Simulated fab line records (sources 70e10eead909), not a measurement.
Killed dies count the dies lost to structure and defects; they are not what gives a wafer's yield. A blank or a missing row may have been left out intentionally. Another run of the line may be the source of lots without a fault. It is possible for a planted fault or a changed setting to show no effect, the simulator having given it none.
Matching of chambers / flow nand_harc / NHARC_A_STAIRCASE_TRIM_229 on rie_diel-07: 4 sister chambers
The step chemistry O2, time 211.2 s. 4 wafers are shown with their chamber, then 8 later ones without.

WAFERS WITH THEIR CHAMBER
wafer=L081.4; chamber=3; drypump_motor_current_A (A)=5.0
wafer=L085.3; chamber=0; drypump_motor_current_A (A)=5.6
wafer=L085.6; chamber=1; drypump_motor_current_A (A)=6.3
wafer=L091.2; chamber=2; drypump_motor_current_A (A)=6.2

WAFERS WHOSE CHAMBER IS MISSING
wafer=L091.3; drypump_motor_current_A (A)=6.3
wafer=L091.6; drypump_motor_current_A (A)=4.9
wafer=L090.1; drypump_motor_current_A (A)=5.0
wafer=L090.2; drypump_motor_current_A (A)=6.3
wafer=L090.3; drypump_motor_current_A (A)=5.6
wafer=L093.3; drypump_motor_current_A (A)=6.3
wafer=L093.5; drypump_motor_current_A (A)=6.3
wafer=L093.6; drypump_motor_current_A (A)=5.6

WHICH CHAMBER EACH WENT THROUGH
wafer=L091.3; from the rows above=1; in truth=1
wafer=L091.6; from the rows above=3; in truth=3
wafer=L090.1; from the rows above=3; in truth=3
wafer=L090.2; from the rows above=1; in truth=1
wafer=L090.3; from the rows above=0; in truth=0
wafer=L093.3; from the rows above=1; in truth=1
wafer=L093.5; from the rows above=1; in truth=1
wafer=L093.6; from the rows above=0; in truth=0
Correct placement for 8 of the 8. Left unplaced by these rows: 0. Wrongly placed: 0.
How it was worked out, from the rows above alone: a wafer's distance from a chamber is the root of the sum, over the readings, of the square of ((its reading less the chamber's mean) divided by the reading's scatter). The wafer belongs to the nearest chamber; if the next one is less than 2 further off, it can't be placed. Each chamber's mean is taken over the wafers shown for it. The scatter: with one shown wafer a chamber, the root of the mean of the squares of how far each hidden wafer lies from its nearest shown one.
